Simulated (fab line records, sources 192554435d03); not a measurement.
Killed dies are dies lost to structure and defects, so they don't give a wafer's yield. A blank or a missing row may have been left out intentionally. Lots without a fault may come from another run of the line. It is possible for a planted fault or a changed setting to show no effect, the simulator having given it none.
fab line records ; flow n5Finfet
record: lots: 11; wafers: 33; lastDay: 18
route steps=1938 shown BEOL_M9@1463 BEOL_M10@1491 PASSIVATION@1936
lots with no fault: from the same line, run without faults
startH: the number of hours between the record's first day and the start of the first shown wafer of the lot ; waitH: hours elapsed since this lot's preceding step ; " identical to the entry in the row above ; L1.1+2: a row that stands for several wafers ; - no value, or no start given ; * or withheld: withheld ; < > ~ a bound
route shown NAME@n: NAME is a module with steps in the file, n the number in the route of the first one ; usual: mean/standard deviation of fault-free wafers ; same: alike in all rows ; chamber/n: place in a boat ; sites: the reading at each site ; _std_site: the values' standard deviation ; _edge_site: mean of outer sites minus mean of inner sites ; radiusMm: how far each site lies from the wafer's centre ; mask NAME#n: copy n ; behind: tool/chamber where the wafer was last shaped ; hold: why the lot was held/for how many hours/how that ended ; device: the transistor (n, p or np) that didn't switch ; end of line: tests run on the same wafers once the route is complete ; a step with no rows: only its recipe ; killed: the dies lost at the first sort to structure and to defects; this is not the yield of the wafer ; map: a wafer's dies, x killed, . not, _ none there
set.NAME: the run value of the setting; set.NAME@STEP: its run value at that earlier step ; model.NAME: the simulator's own value behind a step, which no gauge read
one table for each step of the route and one row for each wafer, over a sample of lots
services: a tool's chamber out of use, with start hour (startH, from the record's first day; less than 0 if before it), hours out, and reason
== steps ==
step: N5_BEOL_M9_ANNEAL_51
recipe: tempC: 225; timeS: 90; ambient: N2
usual: annealTempC: 225.01/0.16; wafer_temp_C_max: 225.82/0.23
lot.wafer;tool;chamber;startH;waitH;annealTempC;wafer_temp_C_max
L922.1;rtpAnneal-01;0;246.79;0.3;225.09;225.96
L922.3;rtpAnneal-01;0;246.79;0.3;225.07;226.00
L922.6;rtpAnneal-01;0;246.79;0.3;225.30;225.88
L923.1;rtpAnneal-02;0;247.46;0.2;224.79;225.68
L923.3;rtpAnneal-02;0;247.46;0.2;224.88;225.92
L923.5;rtpAnneal-02;0;247.46;0.2;224.72;225.89
L924.2;rtpAnneal-01;0;255.10;0.1;224.90;225.85
L924.4;rtpAnneal-01;0;255.10;0.1;224.92;225.95
L924.5;rtpAnneal-01;0;255.10;0.1;224.71;225.72
L926.1;rtpAnneal-02;0;255.38;0.1;224.73;225.94
L926.2;rtpAnneal-02;0;255.38;0.1;224.99;226.26
L926.6;rtpAnneal-02;0;255.38;0.1;225.04;225.64
L930.1;rtpAnneal-01;0;284.93;0.6;225.02;225.97
L930.3;rtpAnneal-01;0;284.93;0.6;224.99;226.32
L930.4;rtpAnneal-01;0;284.93;0.6;225.03;226.07
L931.3;rtpAnneal-02;0;306.57;0.1;224.91;226.01
L931.5;rtpAnneal-02;0;306.57;0.1;225.19;225.33
L931.6;rtpAnneal-02;0;306.57;0.1;225.13;225.65
L932.1;rtpAnneal-02;0;309.53;0.3;224.91;225.89
L932.2;rtpAnneal-02;0;309.53;0.3;224.89;225.83
L932.5;rtpAnneal-02;0;309.53;0.3;224.96;225.92
L935.2;rtpAnneal-01;0;311.30;0.1;225.31;225.62
L935.4;rtpAnneal-01;0;311.30;0.1;225.32;225.58
L935.6;rtpAnneal-01;0;311.30;0.1;225.26;225.67
L939.3;rtpAnneal-02;0;337.97;0.8;225.01;225.86
L939.4;rtpAnneal-02;0;337.97;0.8;225.16;226.23
L939.5;rtpAnneal-02;0;337.97;0.8;225.09;226.18
L941.1;rtpAnneal-02;0;357.17;1.0;224.70;225.68
L941.5;rtpAnneal-02;0;357.17;1.0;224.66;226.21
L941.6;rtpAnneal-02;0;357.17;1.0;224.81;226.04
L942.1;rtpAnneal-02;0;376.83;0.2;225.13;225.83
L942.2;rtpAnneal-02;0;376.83;0.2;224.82;225.68
L942.3;rtpAnneal-02;0;376.83;0.2;225.01;225.59
step: N5_BEOL_M10_HM_OPEN_17
recipe: chemistry: Cl2/BCl3; targetDepthA: 200; overetchA: 60; target: TiN; maskMaterial: SOC; ionEnergyEv: 150; pressureMtorr: 10; icpW: 1000; biasW: 126; Cl2_flow_sccm: 53.25; bcl3FlowSccm: 21.75; Ar_flow_sccm: 25
usual: drypumpMotorCurrentA: 5.6/0.54; heBacksideLeakSccm: 3.37/0.21; oesProductAu: 0.67/0.09; throttleValvePct: 22.02/0.25
lot.wafer;tool;chamber;startH;waitH;drypumpMotorCurrentA;heBacksideLeakSccm;oesProductAu;rfHoursCounterH;throttleValvePct
L922.1;rieMetal-03;0;251.64;0.0;4.7;2.96;0.60;70;22.01
L922.3;rieMetal-03;0;251.64;0.0;4.8;3.00;0.60;-;22.02
L922.6;rieMetal-03;1;251.64;0.0;5.8;3.33;0.53;-;21.67
L923.1;rieMetal-02;0;252.13;0.0;5.7;3.45;0.53;112;22.51
L923.3;rieMetal-02;0;252.13;0.0;5.7;3.43;0.54;-;22.51
L923.5;rieMetal-02;0;252.13;0.0;5.8;3.47;0.54;-;22.49
L924.2;rieMetal-02;1;258.40;0.0;5.4;3.78;0.72;20;21.90
L924.4;rieMetal-02;1;258.40;0.0;5.4;3.96;0.72;-;21.91
L924.5;rieMetal-02;1;258.40;0.0;5.4;3.84;0.72;-;21.90
L926.1;rieMetal-03;0;259.00;0.0;4.7;3.11;0.60;70;22.03
L926.2;rieMetal-03;1;259.00;0.0;5.8;3.49;0.54;112;21.67
L926.6;rieMetal-03;0;259.00;0.0;4.7;3.32;0.59;-;22.04
L930.1;rieMetal-01;1;288.43;0.0;5.9;3.45;0.67;33;22.20
L930.3;rieMetal-01;0;288.43;0.0;6.4;3.24;0.77;-;22.09
L930.4;rieMetal-01;1;288.43;0.0;5.9;3.33;0.68;-;22.19
L931.3;rieMetal-01;1;309.28;0.1;5.9;3.50;0.67;-;22.21
L931.5;rieMetal-01;0;309.28;0.1;6.4;3.32;0.75;-;22.10
L931.6;rieMetal-01;1;309.28;0.1;5.9;3.48;0.66;-;22.23
L932.1;rieMetal-03;0;314.37;0.0;4.7;3.48;0.59;75;22.03
L932.2;rieMetal-03;0;314.37;0.0;4.7;3.28;0.59;-;22.04
L932.5;rieMetal-03;0;314.37;0.0;4.7;3.26;0.59;-;22.03
L935.2;rieMetal-02;0;315.48;0.0;5.8;3.27;0.82;0;22.13
L935.4;rieMetal-02;1;315.48;0.0;5.4;3.47;0.70;-;21.92
L935.6;rieMetal-02;0;315.48;0.0;5.7;3.21;0.83;-;22.12
L939.3;rieMetal-02;0;340.75;0.1;5.8;3.39;0.78;-;22.12
L939.4;rieMetal-02;1;340.75;0.1;5.4;3.58;0.68;-;21.95
L939.5;rieMetal-02;0;340.75;0.1;5.7;3.44;0.78;-;22.16
L941.1;rieMetal-02;1;360.81;0.0;5.4;3.68;0.69;31;21.93
L941.5;rieMetal-02;1;360.81;0.0;5.4;3.69;0.70;-;21.92
L941.6;rieMetal-02;0;360.81;0.0;5.8;3.30;0.78;-;22.13
L942.1;rieMetal-03;0;381.03;0.0;4.7;3.30;0.59;82;22.04
L942.2;rieMetal-03;1;381.03;0.0;5.8;3.24;0.77;5;21.41
L942.3;rieMetal-03;0;381.03;0.0;4.7;3.33;0.59;-;22.04
step: N5_BEOL_M10_CD_MEAS_18
recipe: pitchNm: 140; targetCdNm: 70
usual: cdNm: 69.9/0.72
lot.wafer;tool;chamber;startH;waitH;cdNm
L922.1;cdSem-03;-;251.92;0.0;69.9
L922.3;cdSem-03;-;251.92;0.0;71.0
L922.6;cdSem-03;-;251.92;0.0;69.6
L923.1;cdSem-03;-;252.37;0.0;70.7
L923.3;cdSem-03;-;252.37;0.0;70.4
L923.5;cdSem-03;-;252.37;0.0;70.6
L924.2;cdSem-02;-;258.61;0.1;69.9
L924.4;cdSem-02;-;258.61;0.1;71.2
L924.5;cdSem-02;-;258.61;0.1;69.8
L926.1;cdSem-02;-;259.18;0.0;69.3
L926.2;cdSem-02;-;259.18;0.0;70.8
L926.6;cdSem-02;-;259.18;0.0;69.2
L930.1;cdSem-03;-;288.63;0.0;69.5
L930.3;cdSem-03;-;288.63;0.0;70.7
L930.4;cdSem-03;-;288.63;0.0;70.4
L931.3;cdSem-03;-;309.43;0.1;68.8
L931.5;cdSem-03;-;309.43;0.1;70.3
L931.6;cdSem-03;-;309.43;0.1;71.4
L932.1;cdSem-02;-;314.70;0.0;68.6
L932.2;cdSem-02;-;314.70;0.0;68.4
L932.5;cdSem-02;-;314.70;0.0;69.2
L935.2;cdSem-03;-;315.72;0.1;69.7
L935.4;cdSem-03;-;315.72;0.1;69.6
L935.6;cdSem-03;-;315.72;0.1;70.5
L939.3;cdSem-01;-;341.24;0.1;69.5
L939.4;cdSem-01;-;341.24;0.1;69.2
L939.5;cdSem-01;-;341.24;0.1;69.6
L941.1;cdSem-03;-;361.04;0.1;70.5
L941.5;cdSem-03;-;361.04;0.1;69.0
L941.6;cdSem-03;-;361.04;0.1;69.5
L942.1;cdSem-03;-;381.21;0.0;69.2
L942.2;cdSem-03;-;381.21;0.0;69.4
L942.3;cdSem-03;-;381.21;0.0;69.3
step: N5_BEOL_M10_EXPOSE_25
recipe: maskId: V9; na: 1.35; sourceShape: annular; sigmaInner: 0.5; sigmaOuter: 0.8; polarization: unpolarized; doseMj: 85.5
usual: exposureDoseMJCm2: 85.47/0.093
lot.wafer;tool;chamber;startH;waitH;mask;exposureDoseMJCm2
L922.1;arfiScanner-01;0;252.32;-;V9#0;85.35
L922.3;arfiScanner-01;0;252.32;-;V9#0;85.38
L922.6;arfiScanner-01;0;252.32;-;V9#0;85.33
L923.1;arfiScanner-02;0;253.46;-;V9#0;85.56
L923.3;arfiScanner-02;0;253.46;-;V9#0;85.56
L923.5;arfiScanner-02;0;253.46;-;V9#0;85.56
L924.2;arfiScanner-03;0;258.90;-;V9#0;85.41
L924.4;arfiScanner-03;0;258.90;-;V9#0;85.42
L924.5;arfiScanner-03;0;258.90;-;V9#0;85.44
L926.1;arfiScanner-02;0;260.33;-;V9#0;85.47
L926.2;arfiScanner-02;0;260.33;-;V9#0;85.51
L926.6;arfiScanner-02;0;260.33;-;V9#0;85.48
L930.1;arfiScanner-02;0;288.88;-;V9#0;85.47
L930.3;arfiScanner-02;0;288.88;-;V9#0;85.58
L930.4;arfiScanner-02;0;288.88;-;V9#0;85.52
L931.3;arfiScanner-02;0;311.33;-;V9#0;78.78
L931.5;arfiScanner-02;0;311.33;-;V9#0;78.71
L931.6;arfiScanner-02;0;311.33;-;V9#0;78.59
L932.1;arfiScanner-03;0;315.16;-;V9#0;85.47
L932.2;arfiScanner-03;0;315.16;-;V9#0;85.35
L932.5;arfiScanner-03;0;315.16;-;V9#0;85.45
L935.2;arfiScanner-02;0;316.39;-;V9#0;79.88
L935.4;arfiScanner-02;0;316.39;-;V9#0;80.08
L935.6;arfiScanner-02;0;316.39;-;V9#0;79.97
L939.3;arfiScanner-03;0;341.70;-;V9#0;85.49
L939.4;arfiScanner-03;0;341.70;-;V9#0;85.61
L939.5;arfiScanner-03;0;341.70;-;V9#0;85.42
L941.1;arfiScanner-01;0;361.57;-;V9#0;85.32
L941.5;arfiScanner-01;0;361.57;-;V9#0;85.44
L941.6;arfiScanner-01;0;361.57;-;V9#0;85.43
L942.1;arfiScanner-03;0;383.20;-;V9#0;85.40
L942.2;arfiScanner-03;0;383.20;-;V9#0;85.57
L942.3;arfiScanner-03;0;383.20;-;V9#0;85.52
step: N5_BEOL_M10_CD_MEAS_28
recipe: targetCdNm: 70; landingEnergyEv: 500; detector: seInlens; polarity: opening
usual: cdNm: 69.2/1.1
lot.wafer;tool;chamber;startH;waitH;cdNm
L922.1;cdSem-01;0;252.45;-;68.9
L922.3;cdSem-01;0;252.45;-;69.3
L922.6;cdSem-01;0;252.45;-;68.7
L923.1;cdSem-02;0;253.59;-;68.6
L923.3;cdSem-02;0;253.59;-;67.6
L923.5;cdSem-02;0;253.59;-;67.6
L924.2;cdSem-01;0;259.02;-;66.8
L924.4;cdSem-01;0;259.02;-;67.7
L924.5;cdSem-01;0;259.02;-;68.5
L926.1;cdSem-03;0;260.46;-;68.9
L926.2;cdSem-03;0;260.46;-;70.0
L926.6;cdSem-03;0;260.46;-;69.4
L930.1;cdSem-02;0;289.01;-;69.4
L930.3;cdSem-02;0;289.01;-;69.8
L930.4;cdSem-02;0;289.01;-;68.9
L931.3;cdSem-03;0;311.45;-;60.9
L931.5;cdSem-03;0;311.45;-;62.4
L931.6;cdSem-03;0;311.45;-;62.4
L932.1;cdSem-02;0;315.29;-;70.9
L932.2;cdSem-02;0;315.29;-;71.2
L932.5;cdSem-02;0;315.29;-;69.5
L935.2;cdSem-03;0;316.52;-;64.2
L935.4;cdSem-03;0;316.52;-;63.4
L935.6;cdSem-03;0;316.52;-;63.9
L939.3;cdSem-03;0;341.82;-;68.6
L939.4;cdSem-03;0;341.82;-;69.6
L939.5;cdSem-03;0;341.82;-;68.1
L941.1;cdSem-03;0;361.70;-;68.9
L941.5;cdSem-03;0;361.70;-;68.8
L941.6;cdSem-03;0;361.70;-;70.3
L942.1;cdSem-02;0;383.33;-;67.9
L942.2;cdSem-02;0;383.33;-;69.1
L942.3;cdSem-02;0;383.33;-;68.4
step: N5_PASSIVATION_PROBE_49
usual: defectLimitedYield: 90.5/1.7; killed_at_M0_to_M3: 37/12; killed_at_M4_up: 14/5.2; killedAtContacts: 12/5.9; killedAtFrontEnd: 45/14; killedAtOther: 3.5/2.8; killedDies: 112/21; killedOpen: 73/15; killedShort: 36/8.9; sort_bin_4_leakage: 0.00/0.007; sort_bin_5_function: 5.6/1.2; sort_bin_6_memory: 3.5/0.68; sort_bin_8_speed: 0.01/0.1; sortNPass: 1068/21; sortYieldPct: 90.5/1.8
same: grossDies: 1180; killedAtBackSide: 0
lot.wafer;tool;chamber;startH;waitH;defectLimitedYield[%];killed_at_M0_to_M3;killed_at_M4_up;killedAtContacts;killedAtFrontEnd;killedAtOther;killedDies;killedOpen;killedShort;sort_bin_4_leakage[%];sort_bin_5_function[%];sort_bin_6_memory[%];sort_bin_8_speed[%];sortNPass;sortYieldPct[%]
L931.3;prober-02;-;361.18;0.1;89.0;26;15;11;74;4;130;84;38;0;7.2;3.6;0;1050;89.0
L931.5;prober-02;-;361.28;0.2;88.7;40;28;12;49;4;133;92;31;0;7.0;4.0;0;1047;88.7
L931.6;prober-02;-;361.33;0.3;91.4;17;15;11;57;1;101;54;37;0;5.7;2.5;0;1079;91.4
L935.4;prober-02;-;375.01;0.2;86.4;65;21;24;47;4;161;97;55;0;8.6;4.5;0;1019;86.4
L935.6;prober-02;-;375.11;0.3;86.5;72;14;24;47;2;159;98;48;0;7.9;4.8;0;1021;86.5
killed by level:class
L931.3 STI_FIN_REVEAL:geometricParticle:open=23 GATE_CUT:geometricParticle:short=11 FIN_SAQP:geometricParticle:open=9 BEOL_M2:geometricParticle:open=9 MOL_CONTACT_COAG:geometricParticle:open=8 BEOL_M0_SAQP:geometricParticle:open=7 FIN_SAQP:geometricParticle:short=6 GATE_CUT:geometricParticle:open=6
L931.5 BEOL_M2:geometricParticle:open=20 MOL_CONTACT_COAG:geometricParticle:open=11 BEOL_M0_SAQP:geometricParticle:open=10 FIN_SAQP:geometricParticle:open=9 FIN_SAQP:geometricParticle:short=9 BEOL_M4:geometricParticle:open=9 BEOL_M10:areaExpose=8 STI_FIN_REVEAL:geometricParticle:open=5
L931.6 STI_FIN_REVEAL:geometricParticle:open=11 MOL_CONTACT_COAG:geometricParticle:open=10 FIN_SAQP:geometricParticle:short=8 BEOL_M10:areaExpose=8 GATE_CUT:geometricParticle:short=7 FIN_SAQP:geometricParticle:open=6 GATE_CUT:geometricParticle:open=6 STARTING-WAFER:geometricParticle:open=5
L935.4 MOL_CONTACT_COAG:geometricParticle:open=21 BEOL_M0_SAQP:geometricParticle:short=15 BEOL_M3:geometricParticle:open=13 FIN_SAQP:geometricParticle:short=12 FIN_SAQP:geometricParticle:open=12 BEOL_M2:geometricParticle:open=10 BEOL_M0_SAQP:geometricParticle:open=9 BEOL_M4:geometricParticle:open=9
L935.6 MOL_CONTACT_COAG:geometricParticle:open=18 BEOL_M3:geometricParticle:open=14 BEOL_M0_SAQP:geometricParticle:open=13 FIN_SAQP:geometricParticle:short=12 FIN_SAQP:geometricParticle:open=12 BEOL_M0:geometricParticle:open=12 BEOL_M0_SAQP:geometricParticle:short=7 DUMMY_GATE:geometricParticle:open=6
== services ==
tool;chamber;startH;hours;kind
arfiScanner-02;-;229.32;3.9;pm
arfiScanner-01;-;238.31;1.0;pm
arfiScanner-02;-;243.55;1.0;pm
arfiScanner-03;-;244.17;1.0;pm
arfiScanner-01;-;249.29;1.3;pm
arfiScanner-03;-;249.48;1.0;pm
arfiScanner-02;-;259.33;1.0;pm
arfiScanner-03;-;259.87;2.9;repair
arfiScanner-02;0;262.01;-;calibration
arfiScanner-02;-;270.06;1.3;pm
arfiScanner-03;-;273.67;0.8;pm
arfiScanner-03;-;287.18;1.3;pm
rieMetal-02;0;294.01;-;clean
rieMetal-02;0;294.01;14.1;scheduledDown
rieMetal-02;0;294.01;14.1;ventCycle
arfiScanner-03;0;300.41;-;calibration
rieMetal-03;1;308.28;-;clean
arfiScanner-02;-;338.80;4.9;pm
arfiScanner-01;-;342.36;1.0;pm
arfiScanner-02;-;352.01;0.8;pm
rieMetal-01;1;357.37;4.6;repair
arfiScanner-03;-;360.96;0.7;repair
arfiScanner-02;-;366.22;0.8;repair
arfiScanner-01;-;374.79;1.3;pm
== key ==
firstSign: step: N5_BEOL_M10_EXPOSE_25; reading: exposureDoseMJCm2; direction: down; sigmas: 66; usual: 85.47; struck: 79.34
effect: step: N5_BEOL_M10_CD_MEAS_28; reading: cdNm; direction: down; sigmas: 5.6; usual: 69.2; struck: 62.9; through: controlLoop
metAt N5_BEOL_M10_EXPOSE_25
struckLots L931,L935
loopTrim: step: N5_BEOL_M10_EXPOSE_25; setting: dose; lots: L935
notActingAt N5_BEOL_M9_ANNEAL_51,N5_BEOL_M10_HM_OPEN_17,N5_BEOL_M10_CD_MEAS_18
onsetBetween 288.88 311.33
fault: kind: processParameterDrift; tool: arfiScanner-02; chamber: -; onsetH: 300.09; steps: N5_BEOL_M10_EXPOSE_25; channel: doseMj; offset: -6.7684; shape: step; actsIn: theseRecipesOnly; stated: 85.5
loopTrim: a control loop set the setting to another value than it would have without faults
